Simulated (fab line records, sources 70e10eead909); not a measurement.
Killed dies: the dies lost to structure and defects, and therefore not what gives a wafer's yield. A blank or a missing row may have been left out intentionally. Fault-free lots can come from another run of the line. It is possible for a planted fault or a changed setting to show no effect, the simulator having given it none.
Chamber matching -- flow nand_harc -- pecvd-03 running NHARC_A_M0_DEP_32: 3 sister chambers
The step deposits SiCN, target thk 30 nm. 3 wafers are shown with their chamber, then 7 later ones without.

WAFERS WITH THEIR CHAMBER
wafer,chamber,heater_power_w (W)
L088.2,2,491
L090.1,0,524
L090.3,1,427

WAFERS WHOSE CHAMBER IS MISSING
wafer,heater_power_w (W)
L090.5,417
L094.1,499
L094.4,509
L094.6,508
L097.1,508
L097.4,523
L097.5,512

EACH ONE'S CHAMBER
wafer,from the rows above,in truth
L090.5,1,1
L094.1,can't be placed: 2 or 0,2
L094.4,can't be placed: 0 or 2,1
L094.6,can't be placed: 0 or 2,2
L097.1,can't be placed: 0 or 2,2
L097.4,0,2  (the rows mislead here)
L097.5,can't be placed: 0 or 2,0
Correct placement for 1 of the 7. Cannot be placed on the basis of these rows: 5; the candidates contain the true chamber in 4. Wrongly placed: 1.
How it was worked out, from the rows above alone: a wafer's distance from a chamber is the root of the sum, over the readings, of the square of ((its reading less the chamber's mean) divided by the reading's scatter). The wafer belongs to the nearest chamber; if the next one is less than 2 further off, it can't be placed. Each chamber's mean is taken over the wafers shown for it. The scatter: root of mean squared gap, hidden wafer to nearest shown wafer, with one shown wafer a chamber.
